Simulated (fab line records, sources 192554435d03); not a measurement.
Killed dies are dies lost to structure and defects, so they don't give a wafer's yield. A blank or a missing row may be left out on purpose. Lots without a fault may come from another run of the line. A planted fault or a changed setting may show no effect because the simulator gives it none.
Which tool did it? | flow n5_finfet | 24 lots, 72 wafers sampled, at 5 steps of a route of 1938

WHAT THE GAUGES READ, wafer by wafer
N5_BEOL_M9_OVL_MEAS_12.
lot  | measured     | on         | M9_OVL (nm)
L074 | day 9 22:09  | overlay-02 | -0.5 0.1 0.0
L075 | day 10 03:49 | overlay-02 | -0.1 -0.2 0.4
L076 | day 10 03:53 | overlay-02 | 0.5 -0.6 0.2
L077 | day 10 12:31 | overlay-01 | 1.2 1.2 0.3
L078 | day 10 22:10 | overlay-01 | 1.2 0.2 -0.6
L079 | day 11 06:40 | overlay-01 | -0.1 0.9 0.7
L081 | day 11 18:01 | overlay-01 | 0.6 -0.6 0.4
L080 | day 12 15:29 | overlay-01 | -0.4 -0.9 -1.1
L083 | day 12 18:27 | overlay-01 | -1.2 -1.1 -0.1
L082 | day 13 03:05 | overlay-01 | -0.2 -0.4 0.0
L085 | day 13 07:07 | overlay-02 | 0.0 0.3 -0.5
L087 | day 13 15:31 | overlay-02 | -0.3 -0.9 -1.0
L086 | day 13 15:41 | overlay-01 | 0.5 -0.7 0.0
L084 | day 13 20:20 | overlay-01 | -0.4 -0.4 -0.4
L089 | day 14 11:23 | overlay-01 | 0.0 0.1 -1.5
L088 | day 14 19:29 | overlay-02 | -0.6 -1.3 0.0
L091 | day 14 22:11 | overlay-01 | 0.4 0.1 1.0
L094 | day 15 01:34 | overlay-02 | 0.0 0.0 0.5
L090 | day 15 11:15 | overlay-02 | -1.7 -1.4 -1.3
L096 | day 15 15:54 | overlay-01 | -1.2 -0.7 -0.7
L092 | day 15 20:30 | overlay-02 | -0.5 0.1 0.6
L093 | day 15 20:44 | overlay-02 | -0.1 0.0 0.7
L095 | day 16 00:41 | overlay-01 | 0.5 -0.4 0.4
L097 | day 16 10:31 | overlay-02 | 0.1 -0.7 -1.3

N5_BEOL_M9_CD_MEAS_35: target cd 70 nm, target cd y 40 nm.
lot  | measured     | on        | cd_nm (nm)
L074 | day 10 00:26 | cd_sem-02 | 68.2 68.6 69.5
L075 | day 10 07:29 | cd_sem-02 | 70.1 70.3 71.2
L076 | day 10 08:04 | cd_sem-01 | 69.5 69.5 69.2
L077 | day 10 16:15 | cd_sem-01 | 69.4 69.3 69.2
L078 | day 11 02:14 | cd_sem-02 | 70.4 68.8 69.9
L079 | day 11 10:06 | cd_sem-02 | 69.3 70.3 70.1
L081 | day 11 20:07 | cd_sem-01 | 70.0 68.4 69.4
L080 | day 12 18:28 | cd_sem-03 | 69.6 68.5 69.5
L083 | day 12 20:07 | cd_sem-03 | 69.7 70.1 69.7
L082 | day 13 06:10 | cd_sem-01 | 69.7 69.1 69.1
L085 | day 13 10:22 | cd_sem-03 | 70.9 70.6 70.4
L087 | day 13 19:32 | cd_sem-03 | 71.2 69.8 70.9
L086 | day 13 19:28 | cd_sem-03 | 69.1 69.1 69.1
L084 | day 14 00:50 | cd_sem-01 | 69.2 70.1 69.6
L089 | day 14 14:54 | cd_sem-03 | 69.6 69.7 69.6
L088 | day 14 21:45 | cd_sem-01 | 70.4 69.6 69.1
L091 | day 15 00:01 | cd_sem-03 | 69.9 69.6 68.9
L094 | day 15 04:18 | cd_sem-01 | 69.0 69.2 69.7
L090 | day 15 15:43 | cd_sem-02 | 70.0 69.7 70.5
L096 | day 15 21:22 | cd_sem-03 | 69.4 69.6 69.8
L092 | day 15 23:33 | cd_sem-01 | 69.4 69.6 69.0
L093 | day 15 23:31 | cd_sem-02 | 69.9 68.8 69.1
L095 | day 16 05:38 | cd_sem-03 | 69.3 69.2 69.0
L097 | day 16 13:13 | cd_sem-03 | 69.5 68.6 69.1

WHICH TOOL RAN EACH LOT (tool, then ch and the chambers of the sampled wafers, then the start)
lot  | N5_BEOL_M9_PECVD_70             | N5_BEOL_M9_STRIP_19                | N5_BEOL_M9_ETCH_41
L074 | pecvd-03 ch 0,2, day 9 18:16    | rie_diel-03 ch 0,1,2, day 9 22:56  | rie_diel-04 ch 0,1, day 10 00:26 or earlier
L075 | pecvd-04 ch 1,2, day 10 02:25   | rie_diel-01 ch 0,3, day 10 04:33   | rie_diel-01 ch 1,2,3, day 10 07:29 or earlier
L076 | pecvd-03 ch 1,2, day 10 02:53   | rie_diel-04 ch 1,2,3, day 10 04:38 | rie_diel-04 ch 0,2,3, day 10 08:04 or earlier
L077 | pecvd-03 ch 1,2, day 10 10:20   | rie_diel-04 ch 1,3, day 10 13:02   | rie_diel-03 ch 0,1,2, day 10 16:15 or earlier
L078 | pecvd-01 ch 0,1, day 10 19:51   | rie_diel-01 ch 0,1, day 10 22:39   | rie_diel-03 ch 1,2,3, day 11 02:14 or earlier
L079 | pecvd-03 ch 0,1,2, day 11 05:58 | rie_diel-01 ch 0,1,2, day 11 07:20 | rie_diel-01 ch 1,2,3, day 11 10:06 or earlier
L081 | pecvd-03 ch 1,2, day 11 15:59   | rie_diel-03 ch 0,1, day 11 18:37   | rie_diel-04 ch 2,3, day 11 20:07 or earlier
L080 | pecvd-04 ch 0,1,2, day 12 14:05 | rie_diel-03 ch 0,1,2, day 12 15:57 | rie_diel-01 ch 0,1,2, day 12 18:28 or earlier
L083 | pecvd-04 ch 1,2, day 12 16:26   | rie_diel-04 ch 1,2,3, day 12 18:53 | rie_diel-03 ch 0,1,2, day 12 20:07 or earlier
L082 | pecvd-04 ch 0,2, day 13 01:32   | rie_diel-01 ch 2,3, day 13 03:49   | rie_diel-04 ch 2,3, day 13 06:10 or earlier
L085 | pecvd-01 ch 1,2, day 13 05:47   | rie_diel-03 ch 0,2,3, day 13 07:38 | rie_diel-01 ch 0,1, day 13 10:22 or earlier
L087 | pecvd-04 ch 0,1,2, day 13 14:08 | rie_diel-03 ch 0,2, day 13 15:58   | rie_diel-01 ch 0,1,3, day 13 19:32 or earlier
L086 | pecvd-03 ch 0,1,2, day 13 14:17 | rie_diel-01 ch 0,1, day 13 16:08   | rie_diel-04 ch 0,1,2, day 13 19:28 or earlier
L084 | pecvd-03 ch 0,2, day 13 18:52   | rie_diel-03 ch 0,2,3, day 13 20:47 | rie_diel-04 ch 1,2,3, day 14 00:50 or earlier
L089 | pecvd-04 ch 0,1,2, day 14 10:16 | rie_diel-03 ch 0,1,2, day 14 11:50 | rie_diel-04 ch 2,3, day 14 14:54 or earlier
L088 | pecvd-04 ch 0,2, day 14 18:59   | rie_diel-04 ch 0,1,2, day 14 19:55 | rie_diel-03 ch 0,2, day 14 21:45 or earlier
L091 | pecvd-01 ch 0,1,2, day 14 20:14 | rie_diel-01 ch 0,1,2, day 14 22:38 | rie_diel-01 ch 0,1,3, day 15 00:01 or earlier
L094 | pecvd-03 ch 0,1,2, day 15 00:42 | rie_diel-03 ch 0,1, day 15 02:53   | rie_diel-03 ch 1,2,3, day 15 04:18 or earlier
L090 | pecvd-04 ch 0,1,2, day 15 07:14 | rie_diel-03 ch 0,1,2, day 15 11:41 | rie_diel-01 ch 0,2, day 15 15:43 or earlier
L096 | pecvd-01 ch 1,2, day 15 14:30   | rie_diel-03 ch 1,2,3, day 15 17:06 | rie_diel-01 ch 1,2,3, day 15 21:22 or earlier
L092 | pecvd-01 ch 0,1,2, day 15 18:44 | rie_diel-04 ch 2,3, day 15 21:01   | rie_diel-04 ch 0,3, day 15 23:33 or earlier
L093 | pecvd-04 ch 0,2, day 15 19:39   | rie_diel-01 ch 2,3, day 15 21:29   | rie_diel-03 ch 0,3, day 15 23:31 or earlier
L095 | pecvd-03 ch 0,1,2, day 15 23:49 | rie_diel-03 ch 1,2, day 16 01:07   | rie_diel-04 ch 0,1,3, day 16 05:38 or earlier
L097 | pecvd-01 ch 0,2, day 16 09:29   | rie_diel-04 ch 1,2, day 16 10:57   | rie_diel-04 ch 0,3, day 16 13:13 or earlier
- N5_BEOL_M9_PECVD_70: deposits SiO2 from TEOS/O2, target thk 20 nm, time 22.7 s.
- N5_BEOL_M9_STRIP_19: strips in O2.
- N5_BEOL_M9_ETCH_41: etches SiCN in CH3F/O2, target depth 36.6 nm, time 70.1 s.

WHAT THE TOOLS THEMSELVES READ (means of the sampled wafers that have a number; where no wafer has one, the mark that the record gives instead)
N5_BEOL_M9_PECVD_70.
lot  | tool     | heater_power_w (W) | showerhead_plenum_p_Torr (Torr) | throttle_valve_pct (%)
L074 | pecvd-03 | 821                | 8.82                            | 21.9
L075 | pecvd-04 | 653                | 8.81                            | 21.1
L076 | pecvd-03 | 702                | 8.72                            | 22.2
L077 | pecvd-03 | 782                | 8.77                            | 22.8
L078 | pecvd-01 | 649                | 8.78                            | 21.9
L079 | pecvd-03 | 712                | 8.79                            | 22.4
L081 | pecvd-03 | 770                | 8.78                            | 23.1
L080 | pecvd-04 | 584                | 8.83                            | 21.8
L083 | pecvd-04 | 622                | 8.78                            | 21.4
L082 | pecvd-04 | 601                | 8.85                            | 22.4
L085 | pecvd-01 | 737                | 8.78                            | 20.9
L087 | pecvd-04 | 585                | 8.82                            | 21.8
L086 | pecvd-03 | 787                | 8.79                            | 22.6
L084 | pecvd-03 | 764                | 8.81                            | 22.2
L089 | pecvd-04 | 601                | 8.82                            | 21.7
L088 | pecvd-04 | 622                | 8.85                            | 22.5
L091 | pecvd-01 | 732                | 8.81                            | 21.6
L094 | pecvd-03 | 826                | 8.79                            | 22.6
L090 | pecvd-04 | 617                | 8.82                            | 22.1
L096 | pecvd-01 | 581                | 8.75                            | 21.3
L092 | pecvd-01 | 669                | 8.80                            | 21.3
L093 | pecvd-04 | 649                | 8.83                            | 22.2
L095 | pecvd-03 | 766                | 8.80                            | 22.6
L097 | pecvd-01 | 792                | 8.87                            | 22.1

N5_BEOL_M9_STRIP_19.
lot  | tool        | drypump_motor_current_A (A) | oes_product_au (a.u.) | rf_vpp_V (V) | showerhead_plenum_p_Torr (Torr) | throttle_valve_pct (%)
L074 | rie_diel-03 | 6.1                         | 0.80                  | 3.3          | 2.09                            | 16.51
L075 | rie_diel-01 | 5.9                         | 0.81                  | 3.5          | 2.09                            | 16.72
L076 | rie_diel-04 | 6.0                         | 0.82                  | 3.6          | 2.10                            | 16.51
L077 | rie_diel-04 | 6.1                         | 0.79                  | 3.5          | 2.09                            | 16.58
L078 | rie_diel-01 | 5.4                         | 0.76                  | 3.9          | 2.07                            | 16.78
L079 | rie_diel-01 | 5.2                         | 0.73                  | 3.7          | 2.05                            | 16.63
L081 | rie_diel-03 | 6.1                         | 0.80                  | 3.7          | 2.11                            | 16.40
L080 | rie_diel-03 | 6.1                         | 0.78                  | 4.2          | 2.08                            | 16.54
L083 | rie_diel-04 | 6.0                         | 0.79                  | 3.6          | 2.09                            | 16.57
L082 | rie_diel-01 | 6.0                         | 0.78                  | 4.1          | 2.05                            | 16.54
L085 | rie_diel-03 | 6.5                         | 0.73                  | 3.7          | 2.05                            | 16.69
L087 | rie_diel-03 | 6.5                         | 0.75                  | 3.9          | 2.04                            | 16.79
L086 | rie_diel-01 | 5.1                         | 0.71                  | 3.9          | 2.02                            | 16.79
L084 | rie_diel-03 | 6.5                         | 0.74                  | 3.0          | 2.05                            | 16.69
L089 | rie_diel-03 | 6.1                         | 0.77                  | 3.5          | 2.08                            | 16.56
L088 | rie_diel-04 | 5.5                         | 0.74                  | 3.5          | 2.13                            | 16.62
L091 | rie_diel-01 | 5.2                         | 0.70                  | 3.4          | 2.04                            | 16.67
L094 | rie_diel-03 | 5.7                         | 0.79                  | 3.8          | 2.11                            | 16.35
L090 | rie_diel-03 | 6.1                         | 0.76                  | 3.6          | 2.07                            | 16.58
L096 | rie_diel-03 | 6.1                         | 0.73                  | 3.6          | 2.05                            | 16.63
L092 | rie_diel-04 | 6.6                         | 0.80                  | 3.6          | 2.04                            | 16.60
L093 | rie_diel-01 | 5.6                         | 0.72                  | 3.6          | 2.05                            | 16.49
L095 | rie_diel-03 | 5.7                         | 0.77                  | 3.6          | 2.08                            | 16.50
L097 | rie_diel-04 | 5.3                         | 0.74                  | 3.3          | 2.13                            | 16.61

N5_BEOL_M9_ETCH_41.
lot  | tool        | drypump_motor_current_A (A) | oes_product_au (a.u.) | rf_vpp_V (V) | showerhead_plenum_p_Torr (Torr) | throttle_valve_pct (%)
L074 | rie_diel-04 | 4.9                         | 0.73                  | 299.0        | 2.07                            | 16.22
L075 | rie_diel-01 | 5.5                         | 0.75                  | 296.5        | 1.95                            | 16.24
L076 | rie_diel-04 | 6.2                         | 0.80                  | 297.4        | 1.99                            | 16.12
L077 | rie_diel-03 | 6.1                         | 0.78                  | 297.2        | 1.98                            | 16.11
L078 | rie_diel-03 | 6.1                         | 0.76                  | 296.5        | 1.96                            | 16.20
L079 | rie_diel-01 | 5.5                         | 0.74                  | 296.4        | 1.95                            | 16.25
L081 | rie_diel-04 | 6.7                         | 0.82                  | 296.6        | 1.94                            | 16.12
L080 | rie_diel-01 | 5.2                         | 0.71                  | 297.1        | 1.97                            | 16.35
L083 | rie_diel-03 | 6.1                         | 0.77                  | 297.4        | 1.97                            | 16.15
L082 | rie_diel-04 | 6.6                         | 0.82                  | 296.4        | 1.94                            | 16.08
L085 | rie_diel-01 | 5.1                         | 0.70                  | 295.5        | 1.93                            | 16.47
L087 | rie_diel-01 | 5.6                         | 0.76                  | 296.0        | 1.95                            | 16.40
L086 | rie_diel-04 | 5.5                         | 0.75                  | 297.4        | 2.02                            | 16.19
L084 | rie_diel-04 | 6.0                         | 0.78                  | 297.5        | 1.98                            | 16.17
L089 | rie_diel-04 | 6.7                         | 0.79                  | 297.0        | 1.94                            | 16.16
L088 | rie_diel-03 | 6.5                         | 0.75                  | 296.3        | 1.96                            | 16.25
L091 | rie_diel-01 | 5.6                         | 0.74                  | 296.5        | 1.95                            | 16.42
L094 | rie_diel-03 | 6.1                         | 0.73                  | 295.6        | 1.95                            | 16.26
L090 | rie_diel-01 | 5.5                         | 0.73                  | 296.5        | 2.00                            | 16.41
L096 | rie_diel-01 | 5.5                         | 0.71                  | 295.9        | 1.94                            | 16.32
L092 | rie_diel-04 | 5.8                         | 0.71                  | 297.4        | 2.01                            | 16.29
L093 | rie_diel-03 | 6.4                         | 0.73                  | 297.1        | 1.98                            | 16.23
L095 | rie_diel-04 | 5.6                         | 0.73                  | 297.6        | 2.01                            | 16.27
L097 | rie_diel-04 | 6.3                         | 0.75                  | 296.8        | 1.96                            | 16.27

THE ANSWER, worked out from the rows above alone
Rule: what is usual is taken from the lots themselves. Put in order of their means at a reading, lots are off if they are a third of the lots or fewer, leave a main group of 4 or more, and stand apart from it by a gap of 3 or more times the standard deviation of the main group's means; of several such gaps the widest counts. A main group whose means are all the same, to the digits that the tables above print for the reading, isn't used. A lot without any number at a reading at which 4 lots or more have one is off too. The other lots that the step has rows for count as sound. The gauges are gone through in route order, then the tools' own readings, and for those a lot's mean is taken as printed above. The first step at which some lot is off is used, and at that step the reading that is off furthest; a lot without a number counts as furthest.
No lot is off at any reading shown: from this, nothing can be told.

WHAT THE SIMULATOR HAD PUT IN
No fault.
